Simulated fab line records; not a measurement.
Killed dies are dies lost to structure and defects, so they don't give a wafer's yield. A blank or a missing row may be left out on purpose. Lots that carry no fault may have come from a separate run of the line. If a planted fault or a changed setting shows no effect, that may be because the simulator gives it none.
Matching of chambers	flow nand-harc	NHARC_P_M0_PRE_CLEAN_31 on pecvd-01: 3 sister chambers
The step time 12 s. 6 wafers are shown with their chamber, then 10 later ones without.

EACH WAFER AND ITS CHAMBER
wafer	chamber	heater-power-w (W)
L084.6	0	664
L085.4	0	683
L085.5	2	601
L085.6	1	856
L094.4	1	833
L094.5	2	588

WAFERS WITH NO CHAMBER GIVEN
wafer	heater-power-w (W)
L094.6	744
L095.2	690
L095.4	581
L095.5	845
L096.1	492
L096.4	648
L096.5	733
L097.1	800
L097.3	532
L097.5	656

WHICH CHAMBER EACH WENT THROUGH
wafer	from the rows above	in truth
L094.6	0	0
L095.2	0	0
L095.4	2	2
L095.5	1	1
L096.1	2	2
L096.4	0	0
L096.5	0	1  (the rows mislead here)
L097.1	1	1
L097.3	2	2
L097.5	0	0
Correctly placed: 9 of 10. Can't be placed from these rows: 0. 1 placed wrongly.
How it was worked out, from the rows above alone: a wafer's distance from a chamber is the root of the sum, over the readings, of the square of ((its reading less the chamber's mean) divided by the reading's scatter). The wafer belongs to the nearest chamber; if the next one is less than 2 further off, it can't be placed. For every chamber, the mean is computed from those of its wafers that are shown. The scatter: take each reading less its chamber's mean, square it, sum over the shown wafers, divide by the number of wafers less the number of chambers, and take the root.
